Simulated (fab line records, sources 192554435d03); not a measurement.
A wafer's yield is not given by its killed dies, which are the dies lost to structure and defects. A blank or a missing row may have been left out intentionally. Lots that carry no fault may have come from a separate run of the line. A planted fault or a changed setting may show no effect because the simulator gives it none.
Matching of chambers	flow n5Finfet	4 sister chambers for N5_BEOL_M5_STRIP_64 on rieDiel-01
The step strips in CF4. 16 wafers are shown with their chamber, then 8 later ones without.

## WAFERS PAIRED WITH THEIR CHAMBERS
wafer	chamber	showerheadPlenumPTorr (Torr)	drypumpMotorCurrentA (A)	throttleValvePct (%)
L074.1	1	1.78	6.0	13.82
L074.2	3	1.72	6.4	13.72
L074.3	0	1.79	5.7	13.84
L074.4	2	1.86	5.5	14.02
L074.5	1	1.78	6.0	13.81
L074.6	2	1.86	5.5	14.04
L080.1	0	1.78	5.8	13.87
L080.2	3	1.72	6.4	13.76
L080.6	1	1.77	6.1	13.85
L084.1	3	1.72	6.5	13.78
L084.4	0	1.78	5.7	13.89
L084.6	2	1.86	5.5	14.08
L085.2	0	1.78	5.7	13.89
L085.3	1	1.77	6.0	13.86
L085.6	2	1.86	5.5	14.08
L086.2	0	1.78	5.8	13.89

SIGNATURES (means of the wafers above)
reading	chamber 0	chamber 1	chamber 2	chamber 3	scatter within a chamber
showerheadPlenumPTorr	1.7820	1.7750	1.8600	1.7200	0.00387
drypumpMotorCurrentA	5.740	6.025	5.500	6.433	0.0467
throttleValvePct	13.8760	13.8350	14.0550	13.7533	0.0261
Rule: for a wafer and a chamber, the distance is found by dividing, reading by reading, the gap between the wafer's reading and the chamber's mean by the reading's scatter, squaring, summing and taking the root. The wafer belongs to the nearest chamber; if the next one is less than 2 further off, it can't be placed. The scatter: the root of (the sum of the squares of (reading less its chamber's mean) over the shown wafers, divided by (wafers less chambers)).

## WAFERS MISSING THEIR CHAMBER
wafer	showerheadPlenumPTorr (Torr)	drypumpMotorCurrentA (A)	throttleValvePct (%)
L086.3	1.77	6.0	13.86
L086.4	1.86	5.5	14.09
L087.1	1.86	5.5	14.12
L087.2	1.71	6.5	13.79
L087.3	1.77	6.1	13.90
L087.4	1.78	5.7	13.92
L087.5	1.86	5.5	14.09
L087.6	1.77	6.1	13.88

## WHICH CHAMBER EACH ONE RAN IN
wafer	from the rows above	in truth
L086.3	1	1
L086.4	2	2
L087.1	2	2
L087.2	3	3
L087.3	1	1
L087.4	0	0
L087.5	2	2
L087.6	1	1
Correctly placed: 8 of 8. Can't be placed from these rows: 0. Wrongly placed: 0.
